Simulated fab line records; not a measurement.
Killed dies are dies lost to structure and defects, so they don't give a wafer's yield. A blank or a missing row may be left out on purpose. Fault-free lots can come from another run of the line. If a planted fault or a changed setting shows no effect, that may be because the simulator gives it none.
Chamber matching | flow nand_harc | NHARC_P_BONDPAD_ACTIVATE_29 on rie_diel-06 has 4 sister chambers
The step chemistry N2, time 60 s. 4 wafers are shown with their chamber, then 9 later ones without.

## WAFERS WITH THEIR CHAMBER
wafer  | chamber | drypump_motor_current_A (A)
L348.2 | 2       | 5.0
L348.3 | 0       | 5.8
L358.3 | 1       | 6.0
L358.6 | 3       | 6.0

## WAFERS WHOSE CHAMBER IS MISSING
wafer  | drypump_motor_current_A (A)
L359.2 | 5.1
L359.3 | 6.0
L359.4 | 5.8
L361.2 | 6.0
L361.5 | 5.8
L361.6 | 6.0
L363.3 | 6.0
L363.4 | 5.1
L363.6 | 6.0

## THE CHAMBER EACH PASSED THROUGH
wafer  | from the rows above     | in truth
L359.2 | 2                       | 2
L359.3 | can't be placed: 1 or 3 | 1
L359.4 | 0                       | 0
L361.2 | can't be placed: 1 or 3 | 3
L361.5 | 0                       | 0
L361.6 | can't be placed: 1 or 3 | 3
L363.3 | can't be placed: 1 or 3 | 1
L363.4 | 2                       | 2
L363.6 | can't be placed: 1 or 3 | 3
Correctly placed: 4 of 9. Unplaceable from these rows: 5, with the true chamber sitting among the candidates in 5. 0 placed wrongly.
How it was worked out, from the rows above alone: a wafer's distance from a chamber is the root of the sum, over the readings, of the square of ((its reading less the chamber's mean) divided by the reading's scatter). If the next closest chamber is less than 2 further off than the closest, the wafer can't be placed; otherwise it belongs to the closest. A chamber's mean is the mean of its shown wafers. The scatter (one wafer shown for each chamber): square how far every hidden wafer sits from the nearest shown wafer, average those squares and take the square root.
